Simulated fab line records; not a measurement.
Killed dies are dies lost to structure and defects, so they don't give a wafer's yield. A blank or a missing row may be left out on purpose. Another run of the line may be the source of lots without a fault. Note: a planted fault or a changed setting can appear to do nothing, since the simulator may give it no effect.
8D (eight disciplines) problem report, filled in by code -- flow nand_harc -- the parts of the form that need people (team, actions taken, sign-off) are left out

## 1. THE ISSUE
run_length_s at NHARC_A_BLC_ETCH_17 reads a mean of 559.0 s on 6 wafers of 2 lots; wafers without a fault read 630.8 s with a standard deviation of 0.48. So: -99 or more standard deviations from the usual mean.
The step: etches the open film in N2/H2, target depth 390 nm, time 609.38 s.
Seen first at day 20 00:19 on rie_diel-02, wafer L461.2. The record has a number at this step for 33 wafers belonging to 11 lots. By rule, "out" or "out of limits" means more than 4 standard deviations away from the usual mean. Any other wafer with a number is counted as sound.

## 2. WHAT IT IS, WHAT IT ISN'T
question,is,is not
which readings at this step,run_length_s,"drypump_motor_current_A, oes_product_au, rf_vpp_V, showerhead_plenum_p_Torr"
which lots,"L461, L466","L453, L454, L456, L457, L458, L464, L471, L474, L476"
which wafers of those lots,all that have a number,-
read on which tools,rie_diel-02,"rie_diel-05, rie_diel-12"
when,from day 20 00:19,"up to then (15 sound wafers); but 12 sound wafers of L464, L471, L474, L476 came after"

## 3. WHAT RULES OUT EACH SUSPECT
Counting: a tool stays on the suspect list if, at a process step up to the reading, it processed all lots that are out and no sound lot following the first of them.
- rie_diel-02 at NHARC_A_BLC_ETCH_17 (etches the open film in N2/H2, target depth 390 nm, time 609.38 s): kept. It processed each lot that is out, first L461 at day 20 00:19, and no sound lot thereafter; up to then, the last sound lot it processed was L458 at day 18 08:40. Its own readings are out on those wafers: run_length_s.
Remaining after the count: rie_diel-02 at NHARC_A_BLC_ETCH_17.

## 4. THE CAUSE (what the simulator had put in)
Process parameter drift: rie_diel-02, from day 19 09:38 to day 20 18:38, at NHARC_A_BLC_ETCH_17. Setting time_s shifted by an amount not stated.
Only this tool survived the counting.

## 5. THE CHAIN OF EFFECTS, in route order
Each row: a reading where the mean over the struck wafers with a number is more than 3 standard deviations away from the usual. Readings are gone through only where the record gives a usual standard deviation; hours: the median, over the lots, of the time from a lot's start at the first step in this table giving one to that lot's start at this step; sigmas: the change measured in usual standard deviations.
hours,step,reading,usual,on struck wafers,change,sigmas
0,NHARC_A_BLC_ETCH_17,run_length_s,630.8 s,559.0,-71.8,-99 or more
It contains these process steps:
- NHARC_A_BLC_ETCH_17: etches the open film in N2/H2, target depth 390 nm, time 609.38 s.
Readings that are blank on the struck wafers while sound wafers have them: bias_w at NHARC_A_BLC_ETCH_17.

## 6. WHAT WOULD HAVE CAUGHT IT SOONER
In this record no reading fell out of limits until day 20 00:19, 15 hours after the fault had begun at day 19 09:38.
